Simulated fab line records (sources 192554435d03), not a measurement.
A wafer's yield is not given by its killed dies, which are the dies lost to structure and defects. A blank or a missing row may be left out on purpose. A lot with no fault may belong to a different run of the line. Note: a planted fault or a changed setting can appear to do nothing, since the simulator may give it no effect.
Split-lot experiment :: flow n5 finfet :: route with 1938 steps; 7 lots, 21 wafers read

## SPLIT DETAILS
At N5_MOL_CONTACT_COAG_ETCH_91 (etches SOC in N2/H2, target depth 60 nm, overetch 21 nm, time 101.2 s), the setting time s was moved away from the recipe's 101.2 s on 10 of the 21 wafers read, by -12.9% to +22.2%. The other wafers ran this setting at the recipe's value.

The reading is taken at the split's own step.

## THE READING
SiARC_of_MOL_CONTACT_COAG_COAT_76.thk nm (the simulator's own value, which no gauge read), in nm, at N5_MOL_CONTACT_COAG_ETCH_91 (etches SOC in N2/H2, target depth 60 nm, overetch 21 nm, time 101.2 s). No usual value for it is given in the file. The 11 wafers here that ran the recipe average 5.7 nm, standard deviation 0.15 nm.

wafer: L078.1
tool, chamber at the split: rie diel-01, 0
time s as run, s: 101.2
against the recipe: recipe
SiARC_of_MOL_CONTACT_COAG_COAT_76.thk nm, nm: 5.6
against lot-mates on the recipe: -

wafer: L078.5
tool, chamber at the split: rie diel-01, 0
time s as run, s: 101.2
against the recipe: recipe
SiARC_of_MOL_CONTACT_COAG_COAT_76.thk nm, nm: 5.6
against lot-mates on the recipe: -

wafer: L078.6
tool, chamber at the split: rie diel-01, 2
time s as run, s: 101.2
against the recipe: recipe
SiARC_of_MOL_CONTACT_COAG_COAT_76.thk nm, nm: 6
against lot-mates on the recipe: -

wafer: L084.4
tool, chamber at the split: rie diel-04, 1
time s as run, s: 101.2
against the recipe: recipe
SiARC_of_MOL_CONTACT_COAG_COAT_76.thk nm, nm: 6
against lot-mates on the recipe: -

wafer: L084.5
tool, chamber at the split: rie diel-04, 0
time s as run, s: 94.03
against the recipe: -7.1%
SiARC_of_MOL_CONTACT_COAG_COAT_76.thk nm, nm: 6.2
against lot-mates on the recipe: +0.3

wafer: L084.6
tool, chamber at the split: rie diel-04, 1
time s as run, s: 101.2
against the recipe: recipe
SiARC_of_MOL_CONTACT_COAG_COAT_76.thk nm, nm: 5.8
against lot-mates on the recipe: -

wafer: L085.4
tool, chamber at the split: rie diel-04, 3
time s as run, s: 89.37
against the recipe: -11.7%
SiARC_of_MOL_CONTACT_COAG_COAT_76.thk nm, nm: 6
against lot-mates on the recipe: no lot-mate on the recipe

wafer: L085.5
tool, chamber at the split: rie diel-04, 1,0
time s as run, s: 89.37
against the recipe: -11.7%
SiARC_of_MOL_CONTACT_COAG_COAT_76.thk nm, nm: 6.4
against lot-mates on the recipe: no lot-mate on the recipe

wafer: L085.6
tool, chamber at the split: rie diel-04, 1,0
time s as run, s: 89.37
against the recipe: -11.7%
SiARC_of_MOL_CONTACT_COAG_COAT_76.thk nm, nm: 6.4
against lot-mates on the recipe: no lot-mate on the recipe

wafer: L087.3
tool, chamber at the split: rie diel-03, 3
time s as run, s: 101.2
against the recipe: recipe
SiARC_of_MOL_CONTACT_COAG_COAT_76.thk nm, nm: 5.8
against lot-mates on the recipe: -

wafer: L087.6
tool, chamber at the split: rie diel-03, 3
time s as run, s: 101.2
against the recipe: recipe
SiARC_of_MOL_CONTACT_COAG_COAT_76.thk nm, nm: 5.8
against lot-mates on the recipe: -

wafer: L087.5
tool, chamber at the split: rie diel-03, 0
time s as run, s: 123.7
against the recipe: +22.2%
SiARC_of_MOL_CONTACT_COAG_COAT_76.thk nm, nm: 5
against lot-mates on the recipe: -0.8

wafer: L089.1
tool, chamber at the split: rie diel-03, 0,3
time s as run, s: 88.14
against the recipe: -12.9%
SiARC_of_MOL_CONTACT_COAG_COAT_76.thk nm, nm: 6.4
against lot-mates on the recipe: +0.8

wafer: L089.2
tool, chamber at the split: rie diel-03, 0,3
time s as run, s: 88.14
against the recipe: -12.9%
SiARC_of_MOL_CONTACT_COAG_COAT_76.thk nm, nm: 6.4
against lot-mates on the recipe: +0.8

wafer: L089.4
tool, chamber at the split: rie diel-03, 2
time s as run, s: 101.2
against the recipe: recipe
SiARC_of_MOL_CONTACT_COAG_COAT_76.thk nm, nm: 5.6
against lot-mates on the recipe: -

wafer: L094.1
tool, chamber at the split: rie diel-01, 3
time s as run, s: 101.2
against the recipe: recipe
SiARC_of_MOL_CONTACT_COAG_COAT_76.thk nm, nm: 5.6
against lot-mates on the recipe: -

wafer: L094.4
tool, chamber at the split: rie diel-01, 2
time s as run, s: 113.9
against the recipe: +12.5%
SiARC_of_MOL_CONTACT_COAG_COAT_76.thk nm, nm: 5.4
against lot-mates on the recipe: -0.3

wafer: L094.5
tool, chamber at the split: rie diel-01, 0
time s as run, s: 101.2
against the recipe: recipe
SiARC_of_MOL_CONTACT_COAG_COAT_76.thk nm, nm: 5.8
against lot-mates on the recipe: -

wafer: L097.1
tool, chamber at the split: rie diel-03, 2
time s as run, s: 101.2
against the recipe: recipe
SiARC_of_MOL_CONTACT_COAG_COAT_76.thk nm, nm: 5.6
against lot-mates on the recipe: -

wafer: L097.2
tool, chamber at the split: rie diel-03, 3
time s as run, s: 119.4
against the recipe: +18.0%
SiARC_of_MOL_CONTACT_COAG_COAT_76.thk nm, nm: 5
against lot-mates on the recipe: -0.6

wafer: L097.6
tool, chamber at the split: rie diel-03, 2
time s as run, s: 119.4
against the recipe: +18.0%
SiARC_of_MOL_CONTACT_COAG_COAT_76.thk nm, nm: 4.8
against lot-mates on the recipe: -0.8
The file does not say which wafer passed through which chamber wherever a row lists several chambers: such a row stands for several wafers.

FIT RESULTS
A straight line over all 21 wafers: SiARC_of_MOL_CONTACT_COAG_COAT_76.thk nm changes by -0.0429 nm for each +1% of time s; r = -0.94; the points scatter about the line by 0.16 nm.
The same after taking each lot's own level away (the mean of its wafers on the recipe; 18 wafers): -0.0426 nm for each +1%; r = -0.95; scatter 0.14 nm.
The reading moves by 0.95 nm for the largest change in time s, on that fit.
Measured against the standard deviation above, the lots' own levels, which go from 5.60 to 5.90 nm, span 2.0 times it.
The two slopes agree, so the slope changes little with the lot-to-lot level.
Check: -0.931 nm against its lot-mates is what the line predicts for one of the wafers moved furthest among these (+22.2%) when that wafer is left out of the fit. It came out at -0.8 nm against them.

## ADDITIONAL SPLITS CARRIED BY THESE WAFERS
Before the reading, these wafers also passed through other splits. Each is held against what the fit with the lots' levels taken away leaves over:
other split on the same wafers: N5_GATE_CUT_EXPOSE_10 dose mj
wafers away from the commonest value: 8
r with SiARC_of_MOL_CONTACT_COAG_COAT_76.thk nm (lot level and that fit taken away): -0.13

other split on the same wafers: N5_GATE_CUT_ETCH_36 cf4 flow sccm
wafers away from the commonest value: 7
r with SiARC_of_MOL_CONTACT_COAG_COAT_76.thk nm (lot level and that fit taken away): +0.19

other split on the same wafers: N5_MOL_CONTACT_COAG_COAT_58 spin rpm
wafers away from the commonest value: 8
r with SiARC_of_MOL_CONTACT_COAG_COAT_76.thk nm (lot level and that fit taken away): +0.08

other split on the same wafers: N5_MOL_CONTACT_COAG_EXPOSE_05 dose mj
wafers away from the commonest value: 3
r with SiARC_of_MOL_CONTACT_COAG_COAT_76.thk nm (lot level and that fit taken away): -0.11

other split on the same wafers: N5_MOL_CONTACT_COAG_EXPOSE_81 dose mj
wafers away from the commonest value: 7
r with SiARC_of_MOL_CONTACT_COAG_COAT_76.thk nm (lot level and that fit taken away): -0.27

## FILE'S OWN FIT
SiARC_of_MOL_CONTACT_COAG_COAT_76.thk nm changes by -0.0391 nm for each +1% of time s, r = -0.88.
